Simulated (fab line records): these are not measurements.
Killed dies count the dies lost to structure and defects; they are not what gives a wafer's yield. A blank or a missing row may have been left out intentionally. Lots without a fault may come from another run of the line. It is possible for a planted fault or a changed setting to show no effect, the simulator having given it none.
Chamber matching || flow nandHarc || NHARC_A_STAIRCASE_DEP_322 on pecvd-01 has 3 sister chambers
The step deposits SiO2, target thk 3800 nm. 3 wafers are shown with their chamber, then 8 later ones without.

== WAFERS WITH THEIR CHAMBER ==
{"wafer": "L086.2", "chamber": 0, "heaterPowerW (W)": 712}
{"wafer": "L086.3", "chamber": 2, "heaterPowerW (W)": 909}
{"wafer": "L089.1", "chamber": 1, "heaterPowerW (W)": 670}

== WAFERS MISSING THEIR CHAMBER ==
{"wafer": "L089.2", "heaterPowerW (W)": 723}
{"wafer": "L089.5", "heaterPowerW (W)": 656}
{"wafer": "L095.1", "heaterPowerW (W)": 699}
{"wafer": "L095.2", "heaterPowerW (W)": 728}
{"wafer": "L095.4", "heaterPowerW (W)": 644}
{"wafer": "L093.4", "heaterPowerW (W)": 613}
{"wafer": "L093.5", "heaterPowerW (W)": 624}
{"wafer": "L093.6", "heaterPowerW (W)": 602}

== EACH ONE'S CHAMBER ==
{"wafer": "L089.2", "from the rows above": "can't be placed: 0 or 1", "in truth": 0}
{"wafer": "L089.5", "from the rows above": "can't be placed: 1 or 0", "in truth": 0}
{"wafer": "L095.1", "from the rows above": "can't be placed: 0 or 1", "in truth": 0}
{"wafer": "L095.2", "from the rows above": "can't be placed: 0 or 1", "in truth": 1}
{"wafer": "L095.4", "from the rows above": "can't be placed: 1 or 0", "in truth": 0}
{"wafer": "L093.4", "from the rows above": "can't be placed: 1 or 0", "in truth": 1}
{"wafer": "L093.5", "from the rows above": "can't be placed: 1 or 0", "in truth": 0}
{"wafer": "L093.6", "from the rows above": "can't be placed: 1 or 0", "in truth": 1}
0 of 8 placed correctly. Not placeable from these rows: 8 (in 8, the candidates include the true chamber). 0 placed wrongly.
How it was worked out, from the rows above alone: a wafer's distance from a chamber is the root of the sum, over the readings, of the square of ((its reading less the chamber's mean) divided by the reading's scatter). The wafer belongs to the nearest chamber; if the next one is less than 2 further off, it can't be placed. For every chamber, the mean is computed from those of its wafers that are shown. The scatter: with one shown wafer a chamber, the root of the mean of the squares of how far each hidden wafer lies from its nearest shown one.
